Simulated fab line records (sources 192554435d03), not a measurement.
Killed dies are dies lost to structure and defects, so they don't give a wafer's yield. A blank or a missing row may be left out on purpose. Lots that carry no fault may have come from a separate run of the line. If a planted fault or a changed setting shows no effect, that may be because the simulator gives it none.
Chamber matching | flow n5Finfet | uvCure-02 running N5_BEOL_M11_CURE_72: 3 sister chambers
The step cures SiCOH lowk, time 120 s. 22 wafers are shown with their chamber, then 11 later ones without.

## WAFERS WITH THEIR CHAMBER
wafer  | chamber | wafer_temp_C_max | lampPowerPct (%)
L075.2 | 0       | 371.7            | 52.25
L075.3 | 0       | 371.6            | 52.26
L075.4 | 0       | 371.9            | 52.31
L078.2 | 2       | 371.6            | 52.38
L078.3 | 2       | 371.9            | 52.26
L078.6 | 2       | 371.5            | 52.24
L079.1 | 1       | 371.4            | 52.32
L079.4 | 1       | 371.4            | 52.39
L079.5 | 1       | 371.9            | 52.24
L080.2 | 1       | 371.7            | 52.36
L080.3 | 1       | 371.7            | 52.40
L080.6 | 1       | 372.0            | 52.39
L082.2 | 0       | 371.8            | 52.37
L082.3 | 0       | 371.6            | 52.33
L082.5 | 0       | 371.7            | 52.42
L084.2 | 2       | 371.4            | 52.29
L084.3 | 2       | 371.0            | 52.34
L084.6 | 2       | 371.2            | 52.32
L086.3 | 1       | 371.7            | 52.38
L086.5 | 1       | 371.5            | 52.37
L086.6 | 1       | 371.4            | 52.39
L087.3 | 0       | 372.4            | 52.18

SIGNATURES (averages over the wafers above)
reading          | chamber 0 | chamber 1 | chamber 2 | scatter within a chamber
wafer_temp_C_max | 371.814   | 371.633   | 371.433   | 0.268
lampPowerPct     | 52.3029   | 52.3600   | 52.3050   | 0.062
Rule: distance of a wafer from a chamber = root of the sum over the readings of ((wafer's reading minus chamber's mean) / reading's scatter) squared. The wafer belongs to the nearest chamber; if the next one is less than 2 further off, it can't be placed. The scatter: the root of (the sum of the squares of (reading less its chamber's mean) over the shown wafers, divided by (wafers less chambers)).

## WAFERS WITHOUT THEIR CHAMBER
wafer  | wafer_temp_C_max | lampPowerPct (%)
L087.4 | 372.0            | 52.26
L087.5 | 371.1            | 52.40
L090.3 | 371.6            | 52.28
L090.4 | 371.3            | 52.29
L090.5 | 372.0            | 52.39
L094.1 | 371.7            | 52.31
L094.2 | 372.6            | 52.37
L094.4 | 372.3            | 52.29
L092.1 | 371.3            | 52.35
L092.2 | 370.7            | 52.32
L092.5 | 370.5            | 52.35

## WHICH CHAMBER EACH WENT THROUGH
wafer  | from the rows above          | in truth
L087.4 | can't be placed: 0 or 1 or 2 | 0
L087.5 | can't be placed: 2 or 1 or 0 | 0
L090.3 | can't be placed: 2 or 0 or 1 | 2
L090.4 | can't be placed: 2 or 1 or 0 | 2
L090.5 | can't be placed: 1 or 0 or 2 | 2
L094.1 | can't be placed: 0 or 1 or 2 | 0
L094.2 | can't be placed: 0 or 1 or 2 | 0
L094.4 | can't be placed: 0 or 1 or 2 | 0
L092.1 | can't be placed: 2 or 1 or 0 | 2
L092.2 | can't be placed: 2 or 1 or 0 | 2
L092.5 | can't be placed: 2 or 1 or 0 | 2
Correctly placed: 0 of 11. Unplaceable from these rows: 11, with the true chamber sitting among the candidates in 11. 0 placed wrongly.
